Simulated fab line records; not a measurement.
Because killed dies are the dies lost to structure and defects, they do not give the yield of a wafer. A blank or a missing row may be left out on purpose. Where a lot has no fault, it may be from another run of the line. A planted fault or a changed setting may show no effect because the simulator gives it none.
fab line records	flow n5-finfet
record: lots: 10	wafers: 30	last-day: 20
route steps=1938 shown BEOL_M10@1507 BEOL_M11@1536
lots untouched by any fault: they come from a run of this same line in which no faults occurred
start-h: hours from the record's opening day to when the first of the lot's shown wafers began	wait-h: hours elapsed since this lot's preceding step	" unchanged from the row above	L1.1+2: several wafers, shown together as one row	- either no value or no given start	* or withheld: withheld	< > ~ a bound
route shown NAME@n: names a module that has steps shown in the file, with the first one's number in the route	usual: average and standard deviation across the fault-free wafers	same: alike in all rows	chamber/n: place in a boat	sites: readings site by site	_std_site: their standard deviation	_edge_site: mean of outer sites minus mean of inner sites	radius-mm: for every site, how far away it sits from the centre of the wafer	mask NAME#n: copy n	behind: the last tool/chamber to shape the wafer	hold: the reason the lot was held/the length of the hold in hours/how it ended	device: whichever transistor did not switch (one of n, p or np)	end of line: tests of these same wafers at the route's end	for a step that has no rows: nothing shown but its recipe	killed: the dies lost at the first sort to structure and to defects; this is not the yield of the wafer	map: dies across one wafer; x = killed, . = not, _ = none there
set.NAME: the setting the step ran with; set.NAME@STEP: the setting that earlier step ran with	model.NAME: the simulator's own value behind a step, which no gauge read
one table for each step of the route and one row for each wafer, over a sample of lots
services: when a tool's chamber went out of use (start-h, in hours from the record's first day, below 0 if earlier), for how many hours, and the reason
== steps ==
step: N5_BEOL_M10_ETCH_66
recipe: chemistry: N2/H2	target: SOC	target-depth-a: 1200	overetch-a: 240	mask-material: SiARC	temp-c: 40	time-s: 180	ion-energy-ev: 200	pressure-mtorr: 30	source-w: 840	bias-w: 150	n2-flow-sccm: 200	h2-flow-sccm: 200
usual: drypump-motor-current-A: 5.7/0.38	n2-flow-sccm: 200.0/0.58	oes-product-au: 0.67/0.061	rf-vpp-V: 525.4/1.9	showerhead-plenum-p-Torr: 2.59/0.064	throttle-valve-pct: 17.54/0.27
lot.wafer	tool	chamber	start-h	wait-h	drypump-motor-current-A	n2-flow-sccm	oes-product-au	rf-hours-counter-h	rf-vpp-V	showerhead-plenum-p-Torr	throttle-valve-pct
L544.2	rie-diel-06	3	243.22	0.0	5.0	200.0	0.56	229	519.9	2.40	17.70
L544.4	"	0	"	"	5.2	200.3	0.72	27	524.6	2.57	17.00
L544.5	"	3	"	"	5.0	199.8	0.56	-	520.7	2.40	17.72
L545.3	rie-diel-04	1	248.24	0.0	6.2	199.9	0.58	221	525.2	2.62	18.15
L545.4	"	3	"	"	5.5	199.7	0.70	33	525.9	2.57	17.26
L545.5	"	0	"	"	6.1	199.9	0.71	-	523.9	2.58	17.39
L546.1	rie-diel-04	0	275.58	0.0	6.1	200.5	0.71	57	524.3	2.58	17.40
L546.5	"	3	"	"	5.5	199.6	0.69	-	524.9	2.57	17.26
L546.6	"	2	"	"	5.9	199.4	0.57	-	521.8	2.49	17.94
L548.1	rie-diel-04	3	290.69	0.0	5.5	201.0	0.68	46	524.5	2.57	17.28
L548.2	"	2	"	"	5.9	199.8	0.57	237	521.8	2.49	17.96
L548.3	"	0	"	"	6.1	200.3	0.70	61	525.6	2.58	17.40
L551.3	rie-diel-01	1	302.95	0.0	5.3	200.4	0.57	248	525.9	2.59	17.99
L551.5	"	0	"	"	5.9	200.2	0.68	-	528.0	2.68	17.35
L551.6	"	3	"	"	5.2	200.4	0.67	-	525.0	2.57	17.55
L554.3	rie-diel-01	0	344.77	0.0	5.9	200.7	0.66	79	528.2	2.68	17.37
L554.4	"	2	"	"	5.9	201.3	0.62	122	526.6	2.67	17.62
L554.6	"	1	"	"	5.3	200.9	0.80	-	525.0	2.59	17.52
L557.1	rie-diel-01	3	349.54	0.0	5.3	199.5	0.64	89	523.8	2.56	17.57
L557.3	"	1	"	"	5.3	200.7	0.80	3	525.3	2.59	17.54
L557.6	"	2	"	"	5.9	200.3	0.62	-	528.5	2.67	17.63
L562.1	rie-diel-01	3	381.92	0.0	5.3	199.4	0.65	101	524.6	2.55	17.59
L562.2	"	2	"	"	5.9	199.8	0.61	136	528.0	2.66	17.67
L562.6	"	2	"	"	5.9	199.5	0.60	-	526.3	2.66	17.64
L565.1	rie-diel-04	1	388.00	0.0	6.2	200.1	0.78	3	525.6	2.60	17.82
L565.2	"	0	"	"	6.1	199.6	0.67	97	523.5	2.56	17.45
L565.4	"	3	"	"	5.5	199.9	0.65	83	525.7	2.55	17.35
L566.1	rie-diel-04	1	415.93	0.0	6.2	199.7	0.75	12	524.5	2.60	17.86
L566.2	"	3	"	"	5.5	200.3	0.64	91	526.3	2.55	17.34
L566.4	"	0	"	"	6.1	199.5	0.66	105	524.9	2.56	17.48
step: N5_BEOL_M10_STRIP_36
recipe: chemistry: N2/H2	power-w: 450	temp-c: 40	pressure-mtorr: 20	rf-frequency-hz: 6e+07	overash-fraction: 0.3	bias-power-w: 7	h2-frac: 0.5	n2-flow-sccm: 200	h2-flow-sccm: 200
usual: drypump-motor-current-A: 5.7/0.39	n2-flow-sccm: 200.0/0.56	oes-product-au: 0.83/0.078	rf-vpp-V: 59.4/1.8	showerhead-plenum-p-Torr: 2.58/0.064	throttle-valve-pct: 23.33/0.29
lot.wafer	tool	chamber	start-h	wait-h	drypump-motor-current-A	n2-flow-sccm	oes-product-au	rf-hours-counter-h	rf-vpp-V	showerhead-plenum-p-Torr	throttle-valve-pct
L544.2	rie-diel-06	3	243.41	0.0	4.9	200.5	0.69	229	58.2	2.40	23.29
L544.4	"	0	"	"	5.2	200.4	0.90	27	59.5	2.57	22.67
L544.5	"	3	"	"	5.0	200.7	0.68	-	61.1	2.39	23.29
L545.3	rie-diel-04	1	248.43	0.0	6.2	199.5	0.72	221	58.7	2.61	23.82
L545.4	"	3	"	"	5.5	199.8	0.86	33	60.1	2.57	23.02
L545.5	"	0	"	"	6.1	198.8	0.89	-	57.6	2.58	23.28
L546.1	rie-diel-04	0	275.76	0.0	6.1	199.8	0.90	57	59.6	2.58	23.24
L546.5	"	3	"	"	5.5	199.6	0.86	-	60.3	2.56	22.98
L546.6	"	2	"	"	6.0	199.0	0.71	-	58.9	2.49	23.85
L548.1	rie-diel-04	3	290.88	0.0	5.5	200.4	0.85	47	59.8	2.56	22.95
L548.2	"	2	"	"	6.0	199.9	0.71	237	59.6	2.49	23.80
L548.3	"	0	"	"	6.1	200.9	0.88	61	59.3	2.57	23.33
L551.3	rie-diel-01	1	303.14	0.0	5.3	200.6	0.69	248	59.5	2.59	23.74
L551.5	"	0	"	"	5.9	200.3	0.84	-	55.4	2.68	23.11
L551.6	"	3	"	"	5.2	199.0	0.84	-	60.7	2.56	23.33
L554.3	rie-diel-01	0	344.95	0.0	5.9	199.5	0.82	79	59.6	2.67	23.15
L554.4	"	2	"	"	5.9	199.9	0.77	122	60.2	2.66	23.36
L554.6	"	1	"	"	5.3	200.4	1.01	-	57.7	2.59	23.41
L557.1	rie-diel-01	3	349.73	0.0	5.2	199.8	0.82	89	60.5	2.56	23.37
L557.3	"	1	"	"	5.3	200.7	0.98	3	63.6	2.59	23.42
L557.6	"	2	"	"	5.9	199.7	0.76	-	57.1	2.66	23.34
L562.1	rie-diel-01	3	382.11	0.0	5.2	200.2	0.81	101	57.1	2.55	23.36
L562.2	"	2	"	"	5.9	199.9	0.75	136	61.0	2.66	23.36
L562.6	"	2	"	"	5.9	199.9	0.74	-	56.1	2.66	23.35
L565.1	rie-diel-04	1	388.18	0.0	6.2	200.0	0.97	3	56.9	2.60	23.67
L565.2	"	0	"	"	6.1	200.4	0.84	97	60.1	2.56	23.33
L565.4	"	3	"	"	5.5	200.3	0.81	83	61.2	2.55	23.10
L566.1	rie-diel-04	1	416.11	0.0	6.3	198.6	0.93	12	59.5	2.59	23.68
L566.2	"	3	"	"	5.5	200.1	0.80	91	61.1	2.54	23.07
L566.4	"	0	"	"	6.0	199.6	0.82	105	60.2	2.56	23.37
step: N5_BEOL_M11_ILD_DEP_00
recipe: material: SiCOH_lowk	target-thk-a: 3085.1	temp-c: 300	precursor: DEMS/porogen	pressure-torr: 5	rf-w: 500	time-s: 58
usual: heater-power-w: 340/59	showerhead-plenum-p-Torr: 5.729/0.014	showerhead-vpp-V: 1413/64	susceptor-temp-C: 299.99/0.17	throttle-valve-pct: 14.0/0.87
lot.wafer	tool	chamber	start-h	wait-h	heater-power-w	showerhead-plenum-p-Torr	showerhead-vpp-V	susceptor-temp-C	throttle-valve-pct
L544.2	pecvd-04	0	246.11	0.0	255	5.738	1416	300.14	13.9
L544.4	"	1	"	"	306	5.729	1392	299.75	15.8
L544.5	"	2	"	"	406	5.718	1390	299.92	12.8
L545.3	pecvd-03	2	252.31	0.0	443	5.724	1364	299.62	13.1
L545.4	"	1	"	"	251	5.732	1472	299.69	13.3
L545.5	"	2	"	"	366	5.729	1358	299.84	13.4
L546.1	pecvd-04	2	278.18	0.0	433	5.707	1386	299.93	13.3
L546.5	"	2	"	"	437	5.717	1408	300.17	13.1
L546.6	"	1	"	"	328	5.718	1398	299.68	15.2
L548.1	pecvd-03	1	294.19	0.1	318	5.718	1466	299.85	13.4
L548.2	"	2	"	"	407	5.732	1369	300.02	13.2
L548.3	"	0	"	"	356	5.730	1350	299.85	13.6
L551.3	pecvd-02	0	306.95	0.0	361	5.743	1392	300.14	14.7
L551.5	"	1	"	"	296	5.728	1453	300.01	14.0
L551.6	"	0	"	"	373	5.753	1403	300.05	14.7
L554.3	pecvd-04	2	347.43	0.1	369	5.725	1412	300.23	13.1
L554.4	"	1	"	"	329	5.732	1372	300.14	15.3
L554.6	"	2	"	"	396	5.714	1398	300.18	13.5
L557.1	pecvd-03	1	352.58	0.0	283	5.728	1463	300.11	13.4
L557.3	"	0	"	"	342	5.722	1328	299.97	13.4
L557.6	"	1	"	"	299	5.737	1459	300.16	13.4
L562.1	pecvd-03	1	384.88	0.0	315	5.727	1462	299.87	13.2
L562.2	"	2	"	"	408	5.738	1363	299.89	13.3
L562.6	"	0	"	"	322	5.711	1345	300.31	13.6
L565.1	pecvd-04	1	391.12	0.0	294	5.735	1406	293.04	15.7
L565.2	"	2	"	"	431	5.715	1386	293.68	13.4
L565.4	"	0	"	"	270	5.749	1419	293.39	14.4
L566.1	pecvd-04	1	420.36	0.0	246	5.739	1358	293.30	15.5
L566.2	"	2	"	"	439	5.705	1384	293.32	13.2
L566.4	"	2	"	"	353	5.717	1394	293.41	13.3
step: N5_BEOL_M11_CURE_71
recipe: temp-c: 385	time-s: 240	ambient: He/Ar	material: SiCOH_lowk
usual: lamp-power-pct: 52.31/0.048	wafer_temp_C_max: 387.0/0.59
lot.wafer	tool	chamber	start-h	wait-h	lamp-power-pct	wafer_temp_C_max
L544.2	uv-cure-02	1	246.35	0.2	52.30	387.4
L544.4	"	1	"	"	52.34	386.9
L544.5	"	1	"	"	52.25	386.8
L545.3	uv-cure-01	1	252.73	0.4	52.19	387.4
L545.4	"	1	"	"	52.27	387.3
L545.5	"	1	"	"	52.28	388.6
L546.1	uv-cure-02	0	278.26	0.0	52.28	387.0
L546.5	"	0	"	"	52.37	386.7
L546.6	"	0	"	"	52.28	386.4
L548.1	uv-cure-01	1	294.27	0.0	52.35	387.1
L548.2	"	1	"	"	52.36	386.9
L548.3	"	1	"	"	52.37	386.9
L551.3	uv-cure-01	1	307.46	0.5	52.31	388.1
L551.5	"	1	"	"	52.39	387.9
L551.6	"	1	"	"	52.31	387.4
L554.3	uv-cure-03	1	348.84	1.4	52.35	388.2
L554.4	"	1	"	"	52.46	386.9
L554.6	"	1	"	"	52.35	387.9
L557.1	uv-cure-02	0	352.65	0.0	52.30	386.5
L557.3	"	0	"	"	52.28	386.9
L557.6	"	0	"	"	52.32	386.4
L562.1	uv-cure-01	0	384.95	0.0	52.29	386.7
L562.2	"	0	"	"	52.37	387.0
L562.6	"	0	"	"	52.33	386.1
L565.1	uv-cure-01	0	391.20	0.0	52.28	387.0
L565.2	"	0	"	"	52.38	386.8
L565.4	"	0	"	"	52.29	386.8
L566.1	uv-cure-02	0	420.44	0.0	52.24	387.3
L566.2	"	0	"	"	52.25	387.1
L566.4	"	0	"	"	52.25	387.0
step: N5_BEOL_M11_THK_MEAS_01
recipe: reads: SiCOH_lowk_of_BEOL_M11_ILD_DEP_00
usual: M11_ILD_THK: 268/4
lot.wafer	tool	chamber	start-h	wait-h	M11_ILD_THK[nm]
L544.2	film-metro-02	-	247.18	0.7	265
L544.4	"	-	"	"	275
L544.5	"	-	"	"	270
L545.3	film-metro-02	-	253.08	0.3	266
L545.4	"	-	"	"	266
L545.5	"	-	"	"	271
L546.1	film-metro-02	-	278.77	0.4	269
L546.5	"	-	"	"	269
L546.6	"	-	"	"	273
L548.1	film-metro-01	-	294.78	0.4	259
L548.2	"	-	"	"	264
L548.3	"	-	"	"	265
L551.3	film-metro-02	-	307.82	0.3	264
L551.5	"	-	"	"	272
L551.6	"	-	"	"	267
L554.3	film-metro-01	-	349.19	0.3	267
L554.4	"	-	"	"	271
L554.6	"	-	"	"	273
L557.1	film-metro-02	-	353.17	0.4	265
L557.3	"	-	"	"	265
L557.6	"	-	"	"	265
L562.1	film-metro-02	-	385.47	0.4	266
L562.2	"	-	"	"	264
L562.6	"	-	"	"	269
L565.1	film-metro-01	-	391.71	0.4	281
L565.2	"	-	"	"	280
L565.4	"	-	"	"	283
L566.1	film-metro-01	-	420.95	0.4	281
L566.2	"	-	"	"	275
L566.4	"	-	"	"	277
== services ==
tool	chamber	start-h	hours	kind
uv-cure-02	-	250.78	4.0	repair
rie-diel-01	-	252.18	2.8	pm
uv-cure-03	-	272.43	7.5	pm
pecvd-04	-	288.42	33.3	repair
pecvd-02	-	297.46	0.3	repair
uv-cure-03	-	298.18	7.1	repair
uv-cure-03	-	305.55	2.8	pm
pecvd-04	-	328.99	0.3	repair
rie-diel-04	2	335.54	-	clean
rie-diel-04	2	335.54	-	consumable-replace:focus-ring
rie-diel-04	1	338.83	3.5	repair
uv-cure-01	-	340.79	2.1	pm
pecvd-04	0	344.54	23.9	repair
uv-cure-02	-	344.70	7.5	pm
pecvd-03	2	344.90	2.2	repair
rie-diel-06	1	354.22	10.2	repair
rie-diel-01	0	354.91	5.7	repair
uv-cure-02	-	355.44	7.5	pm
uv-cure-02	-	362.99	5.0	pm
pecvd-02	-	369.11	3.9	repair
uv-cure-03	-	372.66	0.3	repair
uv-cure-02	-	374.17	2.2	repair
pecvd-04	-	382.97	0.7	repair
pecvd-02	-	388.53	28.1	pm
== key ==
first-sign: step: N5_BEOL_M11_ILD_DEP_00	reading: susceptor-temp-C	direction: down	sigmas: 38	usual: *	struck: *
effect: step: N5_BEOL_M11_THK_MEAS_01	reading: M11_ILD_THK	direction: up	sigmas: 2.8	usual: 268	struck: 279
met-at N5_BEOL_M11_ILD_DEP_00
struck-lots L565,L566
not-acting-at N5_BEOL_M10_ETCH_66,N5_BEOL_M10_STRIP_36,N5_BEOL_M11_CURE_71
onset-between 347.43 391.12
fault: kind: process-parameter-drift	tool: pecvd-04	chamber: -	onset-h: 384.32	steps: N5_BEOL_M11_ILD_DEP_00	channel: temp-c	offset: *	shape: step	end-h: 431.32	acts-in: *	stated: *
